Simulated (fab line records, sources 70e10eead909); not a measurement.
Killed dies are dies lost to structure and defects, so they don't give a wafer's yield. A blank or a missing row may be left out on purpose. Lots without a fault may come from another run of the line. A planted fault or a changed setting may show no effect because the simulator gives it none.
Which tool did it? | flow nand_harc | 6 lots, 18 wafers sampled, at 5 steps of a route of 1302

WHAT THE GAUGES READ, wafer by wafer
NHARC_END_SORT_01.
lot  | measured     | on        | killed_at_array
L995 | day 32 20:44 | prober-01 | 153 107 143

WHICH TOOL RAN EACH LOT (tool, then ch and the chambers of the sampled wafers, then the start)
lot  | NHARC_A_STAIRCASE_TRIM_233         | NHARC_A_M1_CMP_23             | NHARC_A_M1_DEP_33               | NHARC_THIN_TSV_STRIP_62
L978 | rie_diel-11 ch 1,2, day 16 11:57   | cmp-02 ch 0,1,3, day 23 20:17 | pecvd-02 ch 1,2, day 23 20:53   | plasma_asher-02 ch 0,1, day 24 17:46
L981 | rie_diel-09 ch 0,2,3, day 18 10:20 | cmp-03 ch 1,2,3, day 25 02:20 | pecvd-03 ch 0,1,2, day 25 03:00 | plasma_asher-01 ch 0,1, day 26 07:31
L984 | rie_diel-05 ch 0,2,3, day 19 21:15 | cmp-02 ch 2,3, day 26 17:16   | pecvd-04 ch 0,1,2, day 26 17:55 | plasma_asher-02 ch 0,1, day 27 12:32
L986 | rie_diel-05 ch 1,2,3, day 20 15:50 | cmp-01 ch 0,1,2, day 28 00:13 | pecvd-03 ch 0,2, day 28 00:50   | plasma_asher-02 ch 0,1, day 28 18:14
L993 | rie_diel-09 ch 2,3, day 23 07:36   | cmp-02 ch 1,3, day 30 04:11   | pecvd-02 ch 0,1,2, day 30 04:52 | plasma_asher-01 ch 0,1, day 31 00:41
L995 | rie_diel-11 ch 0,1,3, day 24 06:02 | cmp-01 ch 0,1,2, day 31 03:37 | pecvd-02 ch 1,2, day 31 04:14   | plasma_asher-02 ch 0,1, day 32 05:02
- NHARC_A_STAIRCASE_TRIM_233: chemistry O2, time 211.2 s.
- NHARC_A_M1_CMP_23: polishes, t overpolish 20 s, target thk 154.34 nm.
- NHARC_A_M1_DEP_33: deposits SiCN, target thk 30 nm.
- NHARC_THIN_TSV_STRIP_62: strips in N2/H2, time 20 s.

THE ANSWER, worked out from the rows above alone
Rule: what is usual is taken from the lots themselves. Put in order of their means at a reading, lots are off if they are a third of the lots or fewer, leave a main group of 4 or more, and stand apart from it by a gap of 3 or more times the standard deviation of the main group's means; of several such gaps the widest counts. A main group whose means are all the same, to the digits that the tables above print for the reading, isn't used. A lot without any number at a reading at which 4 lots or more have one is off too. The other lots that the step has rows for count as sound.
No lot is off at any reading shown: from this, nothing can be told.

WHAT THE SIMULATOR HAD PUT IN
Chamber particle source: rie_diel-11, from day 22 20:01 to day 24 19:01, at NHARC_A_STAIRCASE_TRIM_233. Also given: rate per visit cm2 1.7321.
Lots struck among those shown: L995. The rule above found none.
